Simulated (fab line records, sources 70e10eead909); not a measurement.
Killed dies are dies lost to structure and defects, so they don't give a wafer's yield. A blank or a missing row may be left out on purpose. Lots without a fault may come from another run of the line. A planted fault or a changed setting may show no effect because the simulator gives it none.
fab line records | flow nand_harc
record lots=12 wafers=36 last_day=33
route steps=1302 shown A_STAIRCASE@836 END@1302
lots that met no fault: from a run of the same line without faults
start_h: hours from the record's first day to the start of the lot's first wafer shown | wait_h: hours since the lot's step before | " the same as in the row above | L1.1+2: a row that stands for several wafers | - no value, or no start given | * or withheld: withheld | < > ~ a bound
route shown NAME@n: a module of which the file shows steps, and the number in the route of the first | usual: mean/standard deviation of fault-free wafers | same: alike in all rows | chamber/n: place in a boat | sites: the reading at each site | _std_site: their standard deviation | _edge_site: outer sites' mean less inner sites' | radius_mm: how far each site lies from the wafer's centre | mask NAME#n: copy n | behind: the tool/chamber that last shaped the wafer | hold: why the lot was held/for how many hours/how that ended | device: the transistor (n, p or np) that didn't switch | end of line: the same wafers' tests at the end of the route | a step without rows: its recipe alone | killed: dies lost to structure and defects at the first sort, not the wafer's yield | map: a wafer's dies, x killed, . not, _ none there
set.NAME: the setting as run; set.NAME@STEP: as run at that earlier step | model.NAME: the simulator's own value behind a step, which no gauge read
steps of the route over a sample of lots; a table a step, a row a wafer
services: from which hour (start_h, from the record's first day; less than 0 if before it) a tool's chamber was out of use, for how many hours, and why
## steps
# step NHARC_A_STAIRCASE_STRIP_316
# recipe o2_flow_sccm=500 ar_flow_sccm=0 bias_w=0 chemistry=O2
# usual drypump_motor_current_A=6.0/0.38 oes_product_au=0.997/0.0094 rf_vpp_V=57.7/0.88 showerhead_plenum_p_Torr=3.52/0.17 throttle_valve_pct=17.036/0.0097
# same bias_w=0
# columns lot.wafer tool chamber start_h wait_h drypump_motor_current_A oes_product_au rf_hours_counter_h rf_vpp_V showerhead_plenum_p_Torr throttle_valve_pct
L513.3 rie_diel-03 0 - - 6.4 1.001 45 57.1 3.38 17.050
L513.5 " 2 " " 6.7 0.992 - 59.3 3.78 17.032
L513.6 " 3 " " 6.3 0.996 - 58.9 3.46 17.030
L514.1 rie_diel-11 3 - - 6.5 1.004 53 57.8 3.78 17.048
L514.4 " 2 " " 5.7 1.000 54 56.2 3.30 17.037
L514.6 " 0 " " 5.8 1.004 - 57.4 3.55 17.017
L517.3 rie_diel-11 0 - - 5.8 0.996 0 59.2 3.54 17.037
L517.4 " 1 " " 5.5 1.013 1 56.0 3.49 17.027
L517.2 " 3 " " 6.5 0.992 0 58.5 3.78 17.026
L518.4 rie_diel-02 2 - - 5.6 1.001 23 57.8 3.42 17.026
L518.3 " 3 " " 5.8 0.987 27 58.6 3.76 17.027
L518.6 " 0 " " 5.6 0.992 - 58.2 3.52 17.031
L519.4 rie_diel-11 0 - - 5.8 0.988 14 57.4 3.54 17.031
L519.6 " 1 " " 5.5 0.992 - 59.0 3.48 17.042
L519.5 " 2 " " 5.7 0.998 - 56.6 3.29 17.017
L526.1 rie_diel-03 1 - - 6.1 1.008 20 56.7 3.33 17.048
L526.4 " 2 " " 6.7 0.990 17 59.2 3.76 17.040
L526.6 " 3 " " 6.3 0.987 - 58.0 3.44 17.034
L525.2 rie_diel-02 2 - - 5.6 1.010 46 55.9 3.41 17.040
L525.4 " 3 " " 5.8 0.978 49 58.9 3.75 17.028
L525.5 " 0 " " 5.7 0.979 - 57.5 3.50 17.022
L527.3 rie_diel-11 3 - - 6.5 0.991 37 57.7 3.75 17.039
L527.5 " 0 " " 5.8 0.992 - 58.6 3.52 17.034
L527.6 " 1 " " 5.5 0.993 - 59.4 3.47 17.031
L529.4 rie_diel-03 1 - - 6.1 0.997 34 57.1 3.33 17.054
L529.3 " 0 " " 6.4 0.979 32 56.5 3.35 17.041
L529.6 " 1 " " 6.1 1.000 - 57.8 3.32 17.026
L530.2 rie_diel-03 0 - - 6.4 1.006 35 56.9 3.35 17.037
L530.1 " 2 " " 6.7 0.984 38 58.2 3.75 17.027
L530.3 " 3 " " 6.3 0.986 36 57.9 3.43 17.036
L531.4 rie_diel-11 2 - - 5.7 1.005 49 56.7 3.27 17.061
L531.6 " 0 " " 5.8 0.994 - 58.1 3.52 17.042
L531.5 " 1 " " 5.5 0.995 - 57.1 3.46 17.040
L534.4 rie_diel-03 3 - - 6.3 0.979 - 56.9 3.43 17.041
L534.6 " 0 " " 6.4 0.997 - 56.7 3.35 17.060
L534.5 " 1 " " 6.0 0.997 - 56.4 3.32 17.021
# step NHARC_A_STAIRCASE_STRIP_476
# recipe time_s=20 o2_flow_sccm=500 ar_flow_sccm=0 bias_w=0 chemistry=O2
# usual drypump_motor_current_A=6.0/0.38 oes_product_au=0.996/0.0091 rf_vpp_V=57.7/0.92 showerhead_plenum_p_Torr=3.52/0.17 throttle_valve_pct=17.036/0.0093
# same bias_w=0
# columns lot.wafer tool chamber start_h wait_h drypump_motor_current_A oes_product_au rf_hours_counter_h rf_vpp_V showerhead_plenum_p_Torr throttle_valve_pct
L513.3 rie_diel-02 0 420.69 0.1 5.6 0.982 7 57.9 3.53 17.025
L513.6 " 2 " " 5.6 0.991 - 57.0 3.43 17.027
L513.5 " 3 " " 5.8 0.979 - 58.1 3.77 17.049
L514.1 rie_diel-03 2 424.45 0.1 6.7 0.990 49 57.7 3.78 17.020
L514.4 " 3 " " 6.3 1.006 33 56.7 3.46 17.033
L514.6 " 1 " " 6.0 1.017 - 56.5 3.34 17.035
L517.2 rie_diel-03 0 445.79 0.1 6.4 0.999 54 56.8 3.37 17.024
L517.3 " 2 " " 6.7 0.991 57 59.0 3.77 17.035
L517.4 " 2 " " 6.7 0.996 - 57.5 3.77 17.060
L518.3 rie_diel-11 1 468.11 0.1 5.5 1.009 13 58.0 3.48 17.035
L518.4 " 3 " " 6.5 0.993 12 58.6 3.77 17.027
L518.6 " 1 " " 5.5 1.011 - 58.6 3.48 17.037
L519.5 rie_diel-03 0 476.35 0.0 6.4 0.996 - 56.4 3.37 17.047
L519.4 " 1 " " 6.0 1.005 - 56.9 3.34 17.035
L519.6 " 3 " " 6.3 0.992 - 57.5 3.45 17.017
L526.4 rie_diel-02 2 529.65 0.1 5.6 0.997 46 57.1 3.41 17.034
L526.1 " 1 " " 5.8 1.001 46 59.7 3.65 17.038
L526.6 " 2 " " 5.5 0.996 - 57.3 3.41 17.029
L525.4 rie_diel-11 3 534.58 0.1 6.5 0.990 32 58.8 3.76 17.045
L525.2 " 1 " " 5.5 0.997 33 57.7 3.47 17.029
L525.5 " 3 " " 6.5 0.992 - 58.5 3.76 17.031
L527.3 rie_diel-11 1 553.58 0.1 5.5 0.989 41 57.7 3.47 17.032
L527.5 " 2 " " 5.7 0.993 - 57.1 3.27 17.035
L527.6 " 3 " " 6.5 0.991 - 58.7 3.75 17.052
L529.4 rie_diel-03 0 572.38 0.1 6.3 0.997 33 57.7 3.35 17.039
L529.3 " 1 " " 6.1 0.997 35 57.2 3.32 17.034
L529.6 " 2 " " 6.7 0.982 - 58.7 3.75 17.024
L530.2 rie_diel-11 1 581.36 0.1 5.5 1.002 47 57.5 3.46 17.034
L530.1 " 2 " " 5.7 1.009 45 55.8 3.27 17.043
L530.3 " 3 " " 6.5 0.984 46 59.2 3.75 17.040
L531.4 rie_diel-11 2 595.28 0.1 5.7 1.007 50 56.8 3.27 17.038
L531.6 " 0 " " 5.8 0.990 - 58.1 3.52 17.028
L531.5 " 1 " " 5.5 0.996 - 59.1 3.46 17.028
L534.4 rie_diel-02 0 615.06 0.2 5.6 0.979 15 57.2 3.49 17.023
L534.5 " 3 " " 5.8 0.978 - 58.9 3.73 17.027
L534.6 " 0 " " 5.6 0.984 - 56.6 3.49 17.034
# step NHARC_A_STAIRCASE_ALD_420
# recipe target_thk_a=200 pulse_time_s=6 ald_cycles=200 temp_c=300 material=SiO2
# usual heater_power_w=449/35 precursor_pulse_height_rel=0.998/0.022
# columns lot.wafer tool chamber start_h wait_h heater_power_w precursor_pulse_height_rel
L513.3 ald_hk-01 3 423.81 - 458 1.039
L513.5 " 1 " " 414 0.993
L513.6 " 2 " " 460 1.009
L514.4 ald_hk-03 3 427.25 - 507 0.980
L514.1 " 0 " " 472 0.994
L514.6 " 0 " " 489 0.980
L517.2 ald_hk-02 0 448.59 - 424 1.022
L517.4 " 1 " " 424 1.000
L517.3 " 3 " " 363 0.964
L518.4 ald_hk-03 3 473.48 0.4 517 1.015
L518.3 " 0 " " 472 1.018
L518.6 " 2 " " 454 0.982
L519.4 ald_hk-02 1 479.46 - 432 1.028
L519.6 " 3 " " 369 0.985
L519.5 " 0 " " 415 1.007
L526.1 ald_hk-01 1 532.46 - 421 0.983
L526.4 " 3 " " 420 0.994
L526.6 " 1 " " 433 1.026
L525.4 ald_hk-01 3 537.38 - 422 0.987
L525.2 " 0 " " 452 0.988
L525.5 " 3 " " 427 0.962
L527.3 ald_hk-01 2 558.91 - 442 1.002
L527.5 " 0 " " 445 0.981
L527.6 " 1 " " 430 0.998
L529.3 ald_hk-02 1 577.17 - 410 0.983
L529.4 " 2 " " 448 0.958
L529.6 " 2 " " 432 1.003
L530.3 ald_hk-03 0 584.31 - 505 1.042
L530.1 " 1 " " 501 0.992
L530.2 " 2 " " 449 0.992
L531.4 ald_hk-03 2 600.42 - 479 0.999
L531.5 " 0 " " 497 0.986
L531.6 " 1 " " 486 0.999
L534.4 ald_hk-02 1 622.30 - 419 1.005
L534.6 " 1 " " 427 1.022
L534.5 " 2 " " 431 1.012
# step NHARC_A_STAIRCASE_DEP_151
# recipe target_thk_a=72000 temp_c=400 target_thk_nm=7200 teos_flow_sccm=200 rf_w=500 material=SiO2
# usual heater_power_w=644/130 rf_fwd_power_W=499.4/1.6
# columns lot.wafer tool chamber start_h wait_h heater_power_w rf_fwd_power_W
L513.3 pecvd-03 0 431.67 0.4 915 498.7
L513.6 " 1 " " 648 497.6
L513.5 " 2 " " 431 499.8
L514.1 pecvd-03 0 435.55 0.6 788 497.9
L514.4 " 1 " " 643 499.0
L514.6 " 2 " " 428 501.0
L517.3 pecvd-03 0 456.80 0.4 869 415.7
L517.2 " 2 " " 483 419.7
L517.4 " 2 " " 467 420.4
L518.3 pecvd-03 0 481.49 0.6 916 419.8
L518.6 " 1 " " 708 419.2
L518.4 " 0 " " 783 421.6
L519.5 pecvd-03 2 487.52 0.7 467 417.4
L519.6 " 0 " " 763 417.1
L519.4 " 1 " " 690 421.0
L526.1 pecvd-01 0 541.59 0.4 733 498.7
L526.6 " 0 " " 662 501.1
L526.4 " 1 " " 573 499.6
L525.2 pecvd-04 2 546.59 0.6 613 502.1
L525.5 " 0 " " 665 501.4
L525.4 " 2 " " 519 500.4
L527.3 pecvd-03 2 566.82 0.5 520 495.5
L527.5 " 1 " " 644 499.6
L527.6 " 0 " " 785 502.2
L529.3 pecvd-04 2 585.35 0.5 616 498.3
L529.4 " 2 " " 523 500.2
L529.6 " 0 " " 662 500.2
L530.1 pecvd-04 0 592.31 0.4 825 496.8
L530.3 " 1 " " 544 502.9
L530.2 " 2 " " 610 499.5
L531.4 pecvd-03 2 608.53 0.7 425 499.4
L531.5 " 0 " " 807 496.9
L531.6 " 1 " " 629 498.1
L534.6 pecvd-04 1 630.73 0.7 542 502.1
L534.5 " 2 " " 514 500.7
L534.4 " 0 " " 668 500.3
# step NHARC_END_SORT_01
# recipe temp_c=25
# usual killed_at_array=50/20 killed_at_other=1.2/1.5 killed_at_periphery=3.6/2.6 killed_dies=55/20 killed_open=3.4/2 killed_short=2.7/1.6
# same gross_dies=677
# columns lot.wafer tool chamber start_h wait_h killed_at_array killed_at_other killed_at_periphery killed_dies killed_open killed_short
L519.4 prober-01 0 647.60 3.4 29 0 4 33 4 1
L519.5 prober-01 0 648.39 3.7 32 0 2 34 5 0
L519.6 prober-01 0 649.19 4.0 25 0 3 28 1 3
# killed by level:class
L519.4 A_CHANNEL_HOLE_D2:chamber_film_flake=11 A_SLIT:chamber_film_flake=3 A_WL_FILL:chamber_film_flake=3 A_M0:chamber_film_flake=3 A_CONTACT:chamber_film_flake=2 P_M0:geometric_particle:open=1 P_BONDPAD:geometric_particle:open=1 A_ONON_D2:geometric_particle:open=1
L519.5 A_CHANNEL_HOLE_D2:chamber_film_flake=10 A_WL_FILL:chamber_film_flake=8 A_STAIRCASE:chamber_film_flake=6 A_CHANNEL_HOLE_D1:chamber_film_flake=2 P_GATE:geometric_particle:open=1 A_SGD_CUT:geometric_particle:open=1 A_WL_FILL:geometric_particle:open=1 A_CONTACT:geometric_particle:open=1
L519.6 A_WL_FILL:chamber_film_flake=7 A_M0:chamber_film_flake=5 A_CHANNEL_HOLE_D2:chamber_film_flake=4 P_CONTACT:geometric_particle:short=2 A_ZERO_WELL:chamber_film_flake=2 A_CONTACT:chamber_film_flake=2 A_ONON_D2:geometric_particle:short=1 A_CHANNEL_FILL_D2:geometric_particle:open=1
## services
# columns tool chamber start_h hours kind
rie_diel-02 - 393.88 9.0 pm
rie_diel-11 0 412.74 - clean
rie_diel-11 1 412.74 - clean
rie_diel-11 2 412.74 - clean
rie_diel-11 3 412.74 - clean
rie_diel-11 0 426.88 5.3 repair
rie_diel-11 - 432.53 9.0 pm
rie_diel-11 0 432.53 9.0 vent_cycle
rie_diel-11 1 432.53 9.0 vent_cycle
rie_diel-11 2 432.53 9.0 vent_cycle
rie_diel-03 1 437.05 22.3 repair
pecvd-04 - 450.00 13.0 pm
rie_diel-03 - 458.43 9.0 pm
ald_hk-01 - 476.55 10.0 pm
rie_diel-11 2 480.26 1.8 repair
pecvd-01 - 492.27 13.0 pm
rie_diel-02 3 492.94 4.1 repair
pecvd-04 - 517.48 0.6 repair
pecvd-03 - 547.01 13.0 pm
rie_diel-02 - 570.93 9.0 pm
pecvd-04 - 572.33 1.0 repair
rie_diel-03 3 593.75 15.1 repair
pecvd-04 - 598.19 0.7 repair
rie_diel-11 - 609.53 9.0 pm
## key
first_sign step=NHARC_A_STAIRCASE_DEP_151 reading=rf_fwd_power_W direction=down sigmas=50 usual=* struck=*
effect none on later readings
met_at NHARC_A_STAIRCASE_DEP_151
struck_lots L517,L518,L519
tester_left_out L517,L518,L519
not_acting_at NHARC_A_STAIRCASE_STRIP_316,NHARC_A_STAIRCASE_STRIP_476,NHARC_A_STAIRCASE_ALD_420
onset_between 435.55 456.80
fault kind=process_parameter_drift tool=pecvd-03 chamber=- onset_h=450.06 steps=NHARC_A_STAIRCASE_DEP_151 channel=rf_w offset=* shape=step end_h=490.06 acts_in=* stated=*
# tester_left_out: of these lots the tester's yield and bins aren't shown, on N5 and GAA mostly nor the transistor test; their killed dies are dies lost to structure and defects alone, not to doping, threshold or leakage, so they don't give the yield
